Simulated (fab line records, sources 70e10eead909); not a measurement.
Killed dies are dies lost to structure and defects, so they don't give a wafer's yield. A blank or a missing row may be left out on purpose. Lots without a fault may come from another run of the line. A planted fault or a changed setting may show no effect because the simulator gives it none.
Problem report in the 8D (eight disciplines) form, filled by code | flow nand_harc | the parts of the form that need people (team, actions taken, sign-off) are left out

1. THE PROBLEM
oes_product_au at NHARC_P_GATE_ETCH_104 reads a mean of 0.669 a.u. on 2 wafers of 2 lots; wafers without a fault read 0.949 a.u. with a standard deviation of 0.02. That is -14 standard deviations from the usual mean.
The step: etches the open film in CF4/CHF3, target depth 60 nm.
First seen on wafer L329.6, day 7 21:50, on rie_diel-11. The record holds 35 wafers of 12 lots with a number at this step. Rule for "out", or "out of limits": more than 4 standard deviations from the usual mean. The other wafers with a number count as sound.

2. WHAT IT IS AND WHAT IT IS NOT
question                    | is               | is not
which readings at this step | oes_product_au   | drypump_motor_current_A, rf_vpp_V, showerhead_plenum_p_Torr, throttle_valve_pct
which lots                  | L329, L332       | L318, L319, L320, L321, L322, L334, L335, L336, L338, L340
which wafers of those lots  | L329.6, L332.1   | L329.2, L332.4, L332.5
read on which tools         | rie_diel-11      | rie_diel-06, rie_diel-09
when                        | from day 7 21:50 | up to then (16 sound wafers); but 17 sound wafers of L332, L334, L335, L336, L338, L340 came after

3. SUSPECTS, AND WHAT RULES EACH OUT
Counting: a tool at a process step up to the reading stays a suspect if it ran every lot that is out. Sound lots after the first of them don't rule it out here, since some wafers of a struck lot are sound.
- rie_diel-11 at NHARC_P_GATE_ETCH_104 (etches the open film in CF4/CHF3, target depth 60 nm): kept. It ran every lot that is out, first L329 (day 7 21:50); its last sound lot up to then is L322 (day 6 00:05). Its own readings are out on those wafers: oes_product_au.
- Within rie_diel-11 at NHARC_P_GATE_ETCH_104: the wafers that are out ran in chambers 1, 2; their sound lot-mates ran in chamber 3.
Left after counting: rie_diel-11 at NHARC_P_GATE_ETCH_104.

4. THE CAUSE (what the simulator had put in)
Process parameter drift: rie_diel-11, from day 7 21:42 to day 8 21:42, at NHARC_P_GATE_ETCH_104. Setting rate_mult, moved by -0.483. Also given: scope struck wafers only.
Counting left only this tool.

5. THE CHAIN OF EFFECTS, in route order
Each row: a reading whose mean over the struck wafers that have a number lies more than 3 standard deviations from the usual. Only readings for which the record gives a usual standard deviation are gone through. hours: the time from each lot's start at the first step in this table that gives one to its start at this step, as a median over the lots. sigmas: the change in usual standard deviations.
hours | step                  | reading        | usual      | on struck wafers | change | sigmas
0     | NHARC_P_GATE_ETCH_104 | oes_product_au | 0.949 a.u. | 0.669            | -0.280 | -14
The process steps in it:
- NHARC_P_GATE_ETCH_104: etches the open film in CF4/CHF3, target depth 60 nm.

6. WHAT WOULD HAVE CAUGHT IT SOONER
In this record the first reading out of limits was taken at day 7 21:50, 0 hours after the fault began at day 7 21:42.
